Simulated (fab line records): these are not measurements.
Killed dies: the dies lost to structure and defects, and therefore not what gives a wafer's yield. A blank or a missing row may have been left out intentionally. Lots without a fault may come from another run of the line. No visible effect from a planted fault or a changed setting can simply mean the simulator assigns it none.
Chamber matching | flow n5-finfet | N5_BEOL_M9_STRIP_19 on rie-diel-02: 4 sister chambers
The step strips in O2. 8 wafers are shown with their chamber, then 11 later ones without.

## WAFERS PAIRED WITH THEIR CHAMBERS
wafer  | chamber | showerhead-plenum-p-Torr (Torr) | throttle-valve-pct (%)
L082.1 | 0       | 2.21                            | 16.39
L082.6 | 2       | 1.99                            | 17.05
L081.2 | 3       | 2.24                            | 16.53
L081.4 | 0       | 2.21                            | 16.38
L085.1 | 2       | 1.98                            | 17.07
L085.4 | 1       | 2.17                            | 16.45
L085.5 | 3       | 2.23                            | 16.56
L087.3 | 1       | 2.17                            | 16.47

## WAFERS WHOSE CHAMBER IS MISSING
wafer  | showerhead-plenum-p-Torr (Torr) | throttle-valve-pct (%)
L087.4 | 1.98                            | 17.04
L087.6 | 1.98                            | 17.07
L091.1 | 2.23                            | 16.56
L091.3 | 1.98                            | 17.06
L091.6 | 2.23                            | 16.56
L093.2 | 2.17                            | 16.47
L093.4 | 2.23                            | 16.57
L093.6 | 2.20                            | 16.43
L097.2 | 2.16                            | 16.50
L097.3 | 1.98                            | 17.08
L097.5 | 2.22                            | 16.60

## CHAMBER TAKEN BY EACH
wafer  | from the rows above | in truth
L087.4 | 2                   | 2
L087.6 | 2                   | 2
L091.1 | 3                   | 3
L091.3 | 2                   | 2
L091.6 | 3                   | 3
L093.2 | 1                   | 1
L093.4 | 3                   | 3
L093.6 | 0                   | 0
L097.2 | 1                   | 1
L097.3 | 2                   | 2
L097.5 | 3                   | 3
11 of 11 placed correctly. Number that these rows cannot place: 0. Placed wrongly: 0.
How it was worked out, from the rows above alone: a wafer's distance from a chamber is the root of the sum, over the readings, of the square of ((its reading less the chamber's mean) divided by the reading's scatter). The wafer belongs to the nearest chamber; if the next one is less than 2 further off, it can't be placed. Each chamber's mean is taken over the wafers shown for it. The scatter: the root of (the sum of the squares of (reading less its chamber's mean) over the shown wafers, divided by (wafers less chambers)).
